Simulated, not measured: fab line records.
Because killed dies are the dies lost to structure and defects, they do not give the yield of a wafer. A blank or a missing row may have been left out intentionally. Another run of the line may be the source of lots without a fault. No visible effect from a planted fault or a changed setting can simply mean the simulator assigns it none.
Chamber matching + flow nand harc + cmp-01 running NHARC_A_STAIRCASE_CMP_450: 4 sister chambers
The step polishes SiO2, target thk 200 nm. 8 wafers are shown with their chamber, then 10 later ones without.

## WAFERS, EACH WITH ITS CHAMBER
| wafer  | chamber | motor current A (A) | slurry flow ml min |
|--------|---------|---------------------|--------------------|
| L084.1 | 3       | 10.3                | 150.8              |
| L084.3 | 0       | 10.1                | 150.6              |
| L084.6 | 1       | 12.0                | 149.7              |
| L088.1 | 2       | 10.6                | 149.2              |
| L088.4 | 1       | 12.2                | 150.6              |
| L088.5 | 2       | 10.7                | 150.4              |
| L089.3 | 0       | 9.4                 | 150.2              |
| L089.5 | 3       | 11.5                | 149.9              |

## WAFERS WITHOUT THEIR CHAMBER
| wafer  | motor current A (A) | slurry flow ml min |
|--------|---------------------|--------------------|
| L089.6 | 11.0                | 150.4              |
| L095.1 | 10.0                | 149.8              |
| L095.3 | 11.8                | 150.1              |
| L095.4 | 10.8                | 149.9              |
| L096.1 | 10.5                | 150.4              |
| L096.4 | 12.2                | 149.8              |
| L096.6 | 10.6                | 150.5              |
| L097.1 | 10.8                | 150.1              |
| L097.2 | 10.9                | 150.3              |
| L097.5 | 10.8                | 151.1              |

## EACH ONE'S CHAMBER
| wafer  | from the rows above               | in truth |
|--------|-----------------------------------|----------|
| L089.6 | can't be placed: 3 or 2           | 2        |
| L095.1 | can't be placed: 0 or 2 or 3      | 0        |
| L095.3 | can't be placed: 1 or 3 or 2      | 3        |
| L095.4 | can't be placed: 2 or 3 or 0      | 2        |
| L096.1 | can't be placed: 3 or 2 or 0      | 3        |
| L096.4 | 1                                 | 1        |
| L096.6 | can't be placed: 3 or 2 or 0      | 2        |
| L097.1 | can't be placed: 3 or 2 or 0      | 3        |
| L097.2 | can't be placed: 3 or 2           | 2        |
| L097.5 | can't be placed: 3 or 2 or 0 or 1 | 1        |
Correct placement for 1 of the 10. From these rows, 9 cannot be placed; in 9 the true chamber is one of the candidates. Number placed wrongly: 0.
How it was worked out, from the rows above alone: a wafer's distance from a chamber is the root of the sum, over the readings, of the square of ((its reading less the chamber's mean) divided by the reading's scatter). If the next closest chamber is less than 2 further off than the closest, the wafer can't be placed; otherwise it belongs to the closest. Each chamber's mean is taken over the wafers shown for it. The scatter: take each reading less its chamber's mean, square it, sum over the shown wafers, divide by the number of wafers less the number of chambers, and take the root.
